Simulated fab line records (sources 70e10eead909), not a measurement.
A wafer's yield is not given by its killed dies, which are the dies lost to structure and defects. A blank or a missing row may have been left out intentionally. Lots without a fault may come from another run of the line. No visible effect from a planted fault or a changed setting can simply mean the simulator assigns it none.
fab line records :: flow nand_harc :: part 2 of 2: steps 31 to 45 of 45
[record]
  lots = 5
  wafers = 15
  last_day = 33
route steps=1302 shown P_ZERO_WELL@64 P_STI@69
lots that met no fault: from a run of the same line without faults
start_h: start of the lot's first displayed wafer, in hours after the record's first day :: wait_h: hours since the lot's step before :: " as in the row above :: L1.1+2: a row that stands for several wafers :: - either no value or no given start :: * or withheld: withheld :: < > ~ a bound
route shown NAME@n: names a module that has steps shown in the file, with the first one's number in the route :: usual: mean/standard deviation of fault-free wafers :: same: alike in all rows :: chamber/n: place in a boat :: sites: per-site readings :: _std_site: how widely they spread, as a standard deviation :: _edge_site: the outer-site mean with the inner-site mean subtracted :: radius_mm: for every site, how far away it sits from the centre of the wafer :: mask NAME#n: copy n :: behind: the tool/chamber that last shaped the wafer :: hold: why the lot was held/for how many hours/how that ended :: device: transistor that didn't switch, given as n, p or np :: end of line: the tests these same wafers got at the end of their route :: a step given without rows: its recipe and nothing more :: killed: count of dies lost to structure and defects at first sort (not the wafer's yield) :: map: dies across one wafer; x = killed, . = not, _ = none there
set.NAME: the setting the step ran with; set.NAME@STEP: the setting that earlier step ran with :: model.NAME: the simulator's own value behind a step, which no gauge read
lots at selected steps of the route; one table per step, one row per wafer
services: when a tool's chamber went out of use (start_h, in hours from the record's first day, below 0 if earlier), for how many hours, and the reason
[[steps]]
[step NHARC_P_STI_PRECLEAN_32]
[recipe]
  time_s = *
  temp_c = 50
  bath_age_min = 0
  chemistry = SC1
[usual]
  bath_guard_temp_C = 50.0/0.55
lot.wafer: L074.4
tool: wet_bench-06
chamber: 2
start_h: -
wait_h: -
bath_guard_temp_C: 50.2

lot.wafer: L074.3
tool: wet_bench-06
chamber: 5
start_h: -
wait_h: -
bath_guard_temp_C: 49.4

lot.wafer: L074.6
tool: wet_bench-06
chamber: 6
start_h: -
wait_h: -
bath_guard_temp_C: 49.4

lot.wafer: L089.5
tool: wet_bench-02
chamber: 5
start_h: -
wait_h: -
bath_guard_temp_C: 50.7

lot.wafer: L089.6
tool: wet_bench-02
chamber: 7
start_h: -
wait_h: -
bath_guard_temp_C: 49.5

lot.wafer: L089.4
tool: wet_bench-02
chamber: 1
start_h: -
wait_h: -
bath_guard_temp_C: 50.6

lot.wafer: L094.3
tool: wet_bench-06
chamber: 1
start_h: -
wait_h: -
bath_guard_temp_C: 51.0

lot.wafer: L094.4
tool: wet_bench-06
chamber: 3
start_h: -
wait_h: -
bath_guard_temp_C: 50.8

lot.wafer: L094.6
tool: wet_bench-06
chamber: 4
start_h: -
wait_h: -
bath_guard_temp_C: 50.2

lot.wafer: L096.4
tool: wet_bench-02
chamber: 4
start_h: -
wait_h: -
bath_guard_temp_C: 49.9

lot.wafer: L096.2
tool: wet_bench-02
chamber: 7
start_h: -
wait_h: -
bath_guard_temp_C: 50.1

lot.wafer: L096.1
tool: wet_bench-02
chamber: 1
start_h: -
wait_h: -
bath_guard_temp_C: 50.6

lot.wafer: L097.5
tool: wet_bench-02
chamber: 6
start_h: -
wait_h: -
bath_guard_temp_C: 49.8

lot.wafer: L097.4
tool: wet_bench-02
chamber: 7
start_h: -
wait_h: -
bath_guard_temp_C: 49.8

lot.wafer: L097.2
tool: wet_bench-02
chamber: 1
start_h: -
wait_h: -
bath_guard_temp_C: 50.5
[step NHARC_P_STI_SRD_23]
lot.wafer: L074.4+3+6
tool: wet_bench-06
chamber: 2,5,6
start_h: -
wait_h: -

lot.wafer: L089.5+6+4
tool: wet_bench-02
chamber: 5,7,1
start_h: -
wait_h: -

lot.wafer: L094.3+4+6
tool: wet_bench-06
chamber: 1,3,4
start_h: -
wait_h: -

lot.wafer: L096.4+2+1
tool: wet_bench-02
chamber: 4,7,1
start_h: -
wait_h: -

lot.wafer: L097.5+4+2
tool: wet_bench-02
chamber: 6,7,1
start_h: -
wait_h: -
[step NHARC_P_STI_OCD_MEAS_43]
[usual]
  trench_depth_nm = 302/5.2
  trench_foot_cd_nm = 156.9/2.5
lot.wafer: L074.3
tool: ocd-01
chamber: -
start_h: 47.62
wait_h: -
trench_depth_nm: 303
trench_foot_cd_nm: 159.3

lot.wafer: L074.4
tool: ocd-01
chamber: -
start_h: 47.62
wait_h: -
trench_depth_nm: 307
trench_foot_cd_nm: 152.6

lot.wafer: L074.6
tool: ocd-01
chamber: -
start_h: 47.62
wait_h: -
trench_depth_nm: 304
trench_foot_cd_nm: 157.4

lot.wafer: L089.4
tool: ocd-01
chamber: -
start_h: 194.40
wait_h: -
trench_depth_nm: 305
trench_foot_cd_nm: 156.1

lot.wafer: L089.5
tool: ocd-01
chamber: -
start_h: 194.40
wait_h: -
trench_depth_nm: 304
trench_foot_cd_nm: 156.9

lot.wafer: L089.6
tool: ocd-01
chamber: -
start_h: 194.40
wait_h: -
trench_depth_nm: 298
trench_foot_cd_nm: 155.7

lot.wafer: L094.3
tool: ocd-01
chamber: -
start_h: 246.17
wait_h: -
trench_depth_nm: 309
trench_foot_cd_nm: 160.1

lot.wafer: L094.4
tool: ocd-01
chamber: -
start_h: 246.17
wait_h: -
trench_depth_nm: 310
trench_foot_cd_nm: 160.4

lot.wafer: L094.6
tool: ocd-01
chamber: -
start_h: 246.17
wait_h: -
trench_depth_nm: 302
trench_foot_cd_nm: 156.7

lot.wafer: L096.1
tool: ocd-01
chamber: -
start_h: 266.04
wait_h: -
trench_depth_nm: 302
trench_foot_cd_nm: 160.5

lot.wafer: L096.2
tool: ocd-01
chamber: -
start_h: 266.04
wait_h: -
trench_depth_nm: 309
trench_foot_cd_nm: 160.4

lot.wafer: L096.4
tool: ocd-01
chamber: -
start_h: 266.04
wait_h: -
trench_depth_nm: 301
trench_foot_cd_nm: 160.0

lot.wafer: L097.2
tool: ocd-01
chamber: -
start_h: 277.06
wait_h: -
trench_depth_nm: 312
trench_foot_cd_nm: 151.3

lot.wafer: L097.4
tool: ocd-01
chamber: -
start_h: 277.06
wait_h: -
trench_depth_nm: 302
trench_foot_cd_nm: 157.0

lot.wafer: L097.5
tool: ocd-01
chamber: -
start_h: 277.06
wait_h: -
trench_depth_nm: 304
trench_foot_cd_nm: 156.8
[step NHARC_P_STI_OXIDE_33]
[recipe]
  target_thk_a = 100
  temp_c = 1000
  ox_time_s = 281
  material = SiO2
[same]
  ox_time_s = 281
lot.wafer: L074.3+4+6
tool: furnace-03
chamber: 0
start_h: 50.61
wait_h: 3.0

lot.wafer: L089.4+5+6
tool: furnace-02
chamber: 0
start_h: 199.86
wait_h: 5.5

lot.wafer: L094.3+4+6
tool: furnace-04
chamber: 0
start_h: 250.59
wait_h: 4.4

lot.wafer: L096.1+2+4
tool: furnace-03
chamber: 0
start_h: 270.28
wait_h: 4.2

lot.wafer: L097.2+4+5
tool: furnace-04
chamber: 0
start_h: 280.75
wait_h: 3.7
[step NHARC_P_STI_HDPCVD_20]
[recipe]
  target_thk_a = withheld
  sigma_open_frac = withheld
  material = SiO2
lot.wafer: L074.4+3+6
tool: hdpcvd-01
chamber: 1,0,0
start_h: 55.38
wait_h: 0.5

lot.wafer: L089.4+6+5
tool: hdpcvd-01
chamber: 0,1,0
start_h: 204.76
wait_h: 0.6

lot.wafer: L094.3+4+6
tool: hdpcvd-01
chamber: 0,1,1
start_h: 255.33
wait_h: 0.5

lot.wafer: L096.1+2+4
tool: hdpcvd-01
chamber: 0,1,0
start_h: 274.96
wait_h: 0.4

lot.wafer: L097.2+4+5
tool: hdpcvd-01
chamber: 1
start_h: 285.58
wait_h: 0.5
[step NHARC_P_STI_ANNEAL_34]
[recipe]
  temp_c = 1000
  time_s = 1800
lot.wafer: L074.3+4+6
tool: furnace-03
chamber: 0
start_h: 58.79
wait_h: 3.2

lot.wafer: L089.4+5+6
tool: furnace-04
chamber: 0
start_h: 208.76
wait_h: 3.9

lot.wafer: L094.3+4+6
tool: furnace-02
chamber: 0
start_h: 260.11
wait_h: 4.7

lot.wafer: L096.1+2+4
tool: furnace-03
chamber: 0
start_h: 278.50
wait_h: 3.5

lot.wafer: L097.2+4+5
tool: furnace-02
chamber: 0
start_h: 289.25
wait_h: 3.6
[step NHARC_P_STI_CMP_21]
[recipe]
  t_overpolish_s = 20
  target_thk_nm = 380.67
[usual]
  edge_zone_pressure_frac = 1.000/0.0048
  motor_current_A = 12.3/1.1
  overpolish_run_s = 20.001/0.0086
lot.wafer: L074.4
tool: cmp-04
chamber: 3
start_h: 63.73
wait_h: 0.4
edge_zone_pressure_frac: 0.995
motor_current_A: 12.0
overpolish_run_s: 20.003

lot.wafer: L074.3
tool: cmp-04
chamber: 1
start_h: 63.73
wait_h: 0.4
edge_zone_pressure_frac: 1.011
motor_current_A: 11.6
overpolish_run_s: 19.993

lot.wafer: L074.6
tool: cmp-04
chamber: 2
start_h: 63.73
wait_h: 0.4
edge_zone_pressure_frac: 0.995
motor_current_A: 14.1
overpolish_run_s: 19.996

lot.wafer: L089.4
tool: cmp-04
chamber: 0
start_h: 213.67
wait_h: 0.4
edge_zone_pressure_frac: 1.000
motor_current_A: 10.4
overpolish_run_s: 20.008

lot.wafer: L089.5
tool: cmp-04
chamber: 3
start_h: 213.67
wait_h: 0.4
edge_zone_pressure_frac: 0.998
motor_current_A: 12.6
overpolish_run_s: 20.006

lot.wafer: L089.6
tool: cmp-04
chamber: 0
start_h: 213.67
wait_h: 0.4
edge_zone_pressure_frac: 0.998
motor_current_A: 10.1
overpolish_run_s: 19.995

lot.wafer: L094.4
tool: cmp-04
chamber: 3
start_h: 265.02
wait_h: 0.4
edge_zone_pressure_frac: 0.995
motor_current_A: 12.2
overpolish_run_s: 20.001

lot.wafer: L094.3
tool: cmp-04
chamber: 0
start_h: 265.02
wait_h: 0.4
edge_zone_pressure_frac: 1.004
motor_current_A: 10.2
overpolish_run_s: 19.989

lot.wafer: L094.6
tool: cmp-04
chamber: 2
start_h: 265.02
wait_h: 0.4
edge_zone_pressure_frac: 0.998
motor_current_A: 14.0
overpolish_run_s: 19.997

lot.wafer: L096.4
tool: cmp-02
chamber: 2
start_h: 283.41
wait_h: 0.4
edge_zone_pressure_frac: 1.001
motor_current_A: 12.5
overpolish_run_s: 20.005

lot.wafer: L096.2
tool: cmp-02
chamber: 3
start_h: 283.41
wait_h: 0.4
edge_zone_pressure_frac: 1.002
motor_current_A: 11.9
overpolish_run_s: 19.998

lot.wafer: L096.1
tool: cmp-02
chamber: 0
start_h: 283.41
wait_h: 0.4
edge_zone_pressure_frac: 1.001
motor_current_A: 12.5
overpolish_run_s: 20.001

lot.wafer: L097.2
tool: cmp-04
chamber: 2
start_h: 294.10
wait_h: 0.4
edge_zone_pressure_frac: 0.999
motor_current_A: 14.4
overpolish_run_s: 19.994

lot.wafer: L097.4
tool: cmp-04
chamber: 3
start_h: 294.10
wait_h: 0.4
edge_zone_pressure_frac: 1.000
motor_current_A: 12.0
overpolish_run_s: 19.985

lot.wafer: L097.5
tool: cmp-04
chamber: 2
start_h: 294.10
wait_h: 0.4
edge_zone_pressure_frac: 1.003
motor_current_A: 14.5
overpolish_run_s: 20.003
[step NHARC_P_STI_SRD_35]
lot.wafer: L074.6+4+3
tool: wet_bench-06
chamber: 5,7,1
start_h: 64.01
wait_h: 0.0

lot.wafer: L089.5+4+6
tool: wet_bench-06
chamber: 5,6,7
start_h: 213.96
wait_h: 0.0

lot.wafer: L094.4+3+6
tool: wet_bench-03
chamber: 1,2,4
start_h: 265.30
wait_h: 0.0

lot.wafer: L096.1+4+2
tool: wet_bench-06
chamber: 5,7,0
start_h: 283.69
wait_h: 0.0

lot.wafer: L097.4+2+5
tool: wet_bench-02
chamber: 2,3,4
start_h: 294.41
wait_h: 0.0
[step NHARC_P_STI_ETCH_36]
[recipe]
  target_depth_a = 388
  chemistry = dHF
  material = SiO2
lot.wafer: L074.6+4+3
tool: wet_bench-06
chamber: 5,7,1
start_h: 64.03
wait_h: 0.0

lot.wafer: L089.5+4+6
tool: wet_bench-06
chamber: 5,6,7
start_h: 213.98
wait_h: 0.0

lot.wafer: L094.4+3+6
tool: wet_bench-03
chamber: 1,2,4
start_h: 265.32
wait_h: 0.0

lot.wafer: L096.1+4+2
tool: wet_bench-06
chamber: 5,7,0
start_h: 283.72
wait_h: 0.0

lot.wafer: L097.4+2+5
tool: wet_bench-02
chamber: 2,3,4
start_h: 294.43
wait_h: 0.0
[step NHARC_P_STI_STRIP_24]
[recipe]
  temp_c = 160
  chemistry = H3PO4
  material = Si3N4
[usual]
  bath_guard_temp_C = 160.0/0.58
lot.wafer: L074.6
tool: wet_bench-06
chamber: 5
start_h: 64.04
wait_h: 0.0
bath_guard_temp_C: 159.1

lot.wafer: L074.4
tool: wet_bench-06
chamber: 7
start_h: 64.04
wait_h: 0.0
bath_guard_temp_C: 160.0

lot.wafer: L074.3
tool: wet_bench-06
chamber: 1
start_h: 64.04
wait_h: 0.0
bath_guard_temp_C: 160.4

lot.wafer: L089.5
tool: wet_bench-06
chamber: 5
start_h: 214.00
wait_h: 0.0
bath_guard_temp_C: 159.4

lot.wafer: L089.4
tool: wet_bench-06
chamber: 6
start_h: 214.00
wait_h: 0.0
bath_guard_temp_C: 159.3

lot.wafer: L089.6
tool: wet_bench-06
chamber: 7
start_h: 214.00
wait_h: 0.0
bath_guard_temp_C: 160.5

lot.wafer: L094.4
tool: wet_bench-03
chamber: 1
start_h: 265.34
wait_h: 0.0
bath_guard_temp_C: 160.2

lot.wafer: L094.3
tool: wet_bench-03
chamber: 2
start_h: 265.34
wait_h: 0.0
bath_guard_temp_C: 160.1

lot.wafer: L094.6
tool: wet_bench-03
chamber: 4
start_h: 265.34
wait_h: 0.0
bath_guard_temp_C: 160.3

lot.wafer: L096.1
tool: wet_bench-06
chamber: 5
start_h: 283.73
wait_h: 0.0
bath_guard_temp_C: 159.0

lot.wafer: L096.4
tool: wet_bench-06
chamber: 7
start_h: 283.73
wait_h: 0.0
bath_guard_temp_C: 160.4

lot.wafer: L096.2
tool: wet_bench-06
chamber: 0
start_h: 283.73
wait_h: 0.0
bath_guard_temp_C: 160.0

lot.wafer: L097.4
tool: wet_bench-02
chamber: 2
start_h: 294.45
wait_h: 0.0
bath_guard_temp_C: 159.5

lot.wafer: L097.2
tool: wet_bench-02
chamber: 3
start_h: 294.45
wait_h: 0.0
bath_guard_temp_C: 159.7

lot.wafer: L097.5
tool: wet_bench-02
chamber: 4
start_h: 294.45
wait_h: 0.0
bath_guard_temp_C: 160.3
[step NHARC_P_STI_ETCH_37]
[recipe]
  target_depth_a = 110
  chemistry = dHF
  material = SiO2
lot.wafer: L074.6+4+3
tool: wet_bench-06
chamber: 5,7,1
start_h: -
wait_h: -

lot.wafer: L089.5+4+6
tool: wet_bench-06
chamber: 5,6,7
start_h: -
wait_h: -

lot.wafer: L094.4+3+6
tool: wet_bench-03
chamber: 1,2,4
start_h: -
wait_h: -

lot.wafer: L096.1+4+2
tool: wet_bench-06
chamber: 5,7,0
start_h: -
wait_h: -

lot.wafer: L097.4+2+5
tool: wet_bench-02
chamber: 2,3,4
start_h: -
wait_h: -
[step NHARC_P_STI_PRECLEAN_38]
[recipe]
  time_s = *
  temp_c = 50
  bath_age_min = 0
  chemistry = SC1
[usual]
  bath_guard_temp_C = 50.0/0.53
lot.wafer: L074.6
tool: wet_bench-06
chamber: 5
start_h: -
wait_h: -
bath_guard_temp_C: 48.9

lot.wafer: L074.4
tool: wet_bench-06
chamber: 7
start_h: -
wait_h: -
bath_guard_temp_C: 50.2

lot.wafer: L074.3
tool: wet_bench-06
chamber: 1
start_h: -
wait_h: -
bath_guard_temp_C: 50.9

lot.wafer: L089.5
tool: wet_bench-06
chamber: 5
start_h: -
wait_h: -
bath_guard_temp_C: 48.7

lot.wafer: L089.4
tool: wet_bench-06
chamber: 6
start_h: -
wait_h: -
bath_guard_temp_C: 49.8

lot.wafer: L089.6
tool: wet_bench-06
chamber: 7
start_h: -
wait_h: -
bath_guard_temp_C: 49.7

lot.wafer: L094.4
tool: wet_bench-03
chamber: 1
start_h: -
wait_h: -
bath_guard_temp_C: 50.4

lot.wafer: L094.3
tool: wet_bench-03
chamber: 2
start_h: -
wait_h: -
bath_guard_temp_C: 50.4

lot.wafer: L094.6
tool: wet_bench-03
chamber: 4
start_h: -
wait_h: -
bath_guard_temp_C: 50.4

lot.wafer: L096.1
tool: wet_bench-06
chamber: 5
start_h: -
wait_h: -
bath_guard_temp_C: 49.0

lot.wafer: L096.4
tool: wet_bench-06
chamber: 7
start_h: -
wait_h: -
bath_guard_temp_C: 50.1

lot.wafer: L096.2
tool: wet_bench-06
chamber: 0
start_h: -
wait_h: -
bath_guard_temp_C: 49.9

lot.wafer: L097.4
tool: wet_bench-02
chamber: 2
start_h: -
wait_h: -
bath_guard_temp_C: 49.4

lot.wafer: L097.2
tool: wet_bench-02
chamber: 3
start_h: -
wait_h: -
bath_guard_temp_C: 49.9

lot.wafer: L097.5
tool: wet_bench-02
chamber: 4
start_h: -
wait_h: -
bath_guard_temp_C: 50.2
[step NHARC_P_STI_SRD_39]
lot.wafer: L074.6+4+3
tool: wet_bench-06
chamber: 5,7,1
start_h: -
wait_h: -

lot.wafer: L089.5+4+6
tool: wet_bench-06
chamber: 5,6,7
start_h: -
wait_h: -

lot.wafer: L094.4+3+6
tool: wet_bench-03
chamber: 1,2,4
start_h: -
wait_h: -

lot.wafer: L096.1+4+2
tool: wet_bench-06
chamber: 5,7,0
start_h: -
wait_h: -

lot.wafer: L097.4+2+5
tool: wet_bench-02
chamber: 2,3,4
start_h: -
wait_h: -
[step NHARC_P_STI_OXIDE_40]
[recipe]
  target_thk_a = 100
  temp_c = 900
  ox_time_s = 1362
  material = SiO2
[same]
  ox_time_s = 1362
lot.wafer: L074.3+4+6
tool: furnace-03
chamber: 0
start_h: 67.40
wait_h: -

lot.wafer: L089.4+5+6
tool: furnace-03
chamber: 0
start_h: 214.83
wait_h: -

lot.wafer: L094.3+4+6
tool: furnace-04
chamber: 0
start_h: 269.39
wait_h: -

lot.wafer: L096.1+2+4
tool: furnace-03
chamber: 0
start_h: 287.10
wait_h: -

lot.wafer: L097.2+4+5
tool: furnace-04
chamber: 0
start_h: 301.04
wait_h: -
[step NHARC_P_STI_INSPECT_25]
[usual]
  raw_defect_count = 216/74
lot.wafer: L074.3
tool: defect_inspect-01
chamber: -
start_h: 71.43
wait_h: 0.4
raw_defect_count: 233

lot.wafer: L074.4
tool: defect_inspect-01
chamber: -
start_h: 71.43
wait_h: 0.4
raw_defect_count: 292

lot.wafer: L074.6
tool: defect_inspect-01
chamber: -
start_h: 71.43
wait_h: 0.4
raw_defect_count: 176

lot.wafer: L089.4
tool: defect_inspect-01
chamber: -
start_h: 218.89
wait_h: 0.4
raw_defect_count: 205

lot.wafer: L089.5
tool: defect_inspect-01
chamber: -
start_h: 218.89
wait_h: 0.4
raw_defect_count: 194

lot.wafer: L089.6
tool: defect_inspect-01
chamber: -
start_h: 218.89
wait_h: 0.4
raw_defect_count: 191

lot.wafer: L094.3
tool: defect_inspect-02
chamber: -
start_h: 273.48
wait_h: 0.4
raw_defect_count: 86

lot.wafer: L094.4
tool: defect_inspect-02
chamber: -
start_h: 273.48
wait_h: 0.4
raw_defect_count: 150

lot.wafer: L094.6
tool: defect_inspect-02
chamber: -
start_h: 273.48
wait_h: 0.4
raw_defect_count: 128

lot.wafer: L096.1
tool: defect_inspect-02
chamber: -
start_h: 291.11
wait_h: 0.4
raw_defect_count: 174

lot.wafer: L096.2
tool: defect_inspect-02
chamber: -
start_h: 291.11
wait_h: 0.4
raw_defect_count: 468

lot.wafer: L096.4
tool: defect_inspect-02
chamber: -
start_h: 291.11
wait_h: 0.4
raw_defect_count: 273

lot.wafer: L097.2
tool: defect_inspect-01
chamber: -
start_h: 305.06
wait_h: 0.4
raw_defect_count: 188

lot.wafer: L097.4
tool: defect_inspect-01
chamber: -
start_h: 305.06
wait_h: 0.4
raw_defect_count: 181

lot.wafer: L097.5
tool: defect_inspect-01
chamber: -
start_h: 305.06
wait_h: 0.4
raw_defect_count: 176
[[services]]
tool: wet_bench-06
chamber: -
start_h: 17.60
hours: 8.0
kind: pm

tool: rie_diel-05
chamber: 0
start_h: 23.99
hours: 4.6
kind: repair

tool: rie_diel-05
chamber: 2
start_h: 30.85
hours: 1.3
kind: repair

tool: wet_bench-03
chamber: -
start_h: 34.40
hours: 8.0
kind: pm

tool: litho_track-02
chamber: -
start_h: 52.00
hours: 7.0
kind: pm

tool: rie_diel-05
chamber: -
start_h: 52.60
hours: 9.0
kind: pm

tool: wet_bench-02
chamber: -
start_h: 68.00
hours: 8.0
kind: pm

tool: litho_track-07
chamber: -
start_h: 76.00
hours: 7.0
kind: pm

tool: wet_bench-03
chamber: -
start_h: 83.49
hours: 3.2
kind: repair

tool: wet_bench-05
chamber: -
start_h: 84.80
hours: 8.0
kind: pm

tool: wet_bench-06
chamber: -
start_h: 96.61
hours: 2.5
kind: repair

tool: rie_diel-05
chamber: 2
start_h: 97.60
hours: 60.3
kind: repair

tool: litho_track-03
chamber: -
start_h: 100.00
hours: 7.0
kind: pm

tool: wet_bench-05
chamber: -
start_h: 106.41
hours: 1.0
kind: repair

tool: rie_diel-05
chamber: 1
start_h: 112.74
hours: 5.0
kind: repair

tool: wet_bench-06
chamber: -
start_h: 127.35
hours: 3.8
kind: repair

tool: rie_diel-05
chamber: -
start_h: 192.08
hours: 1.6
kind: repair

tool: wet_bench-06
chamber: -
start_h: 193.60
hours: 8.0
kind: pm

tool: wet_bench-03
chamber: -
start_h: 210.40
hours: 8.0
kind: pm

tool: rie_diel-05
chamber: 1
start_h: 212.58
hours: 10.1
kind: repair

tool: litho_track-02
chamber: -
start_h: 227.00
hours: 7.0
kind: pm

tool: wet_bench-02
chamber: -
start_h: 244.00
hours: 8.0
kind: pm

tool: litho_track-07
chamber: -
start_h: 251.00
hours: 7.0
kind: pm

tool: litho_track-03
chamber: -
start_h: 275.00
hours: 7.0
kind: pm
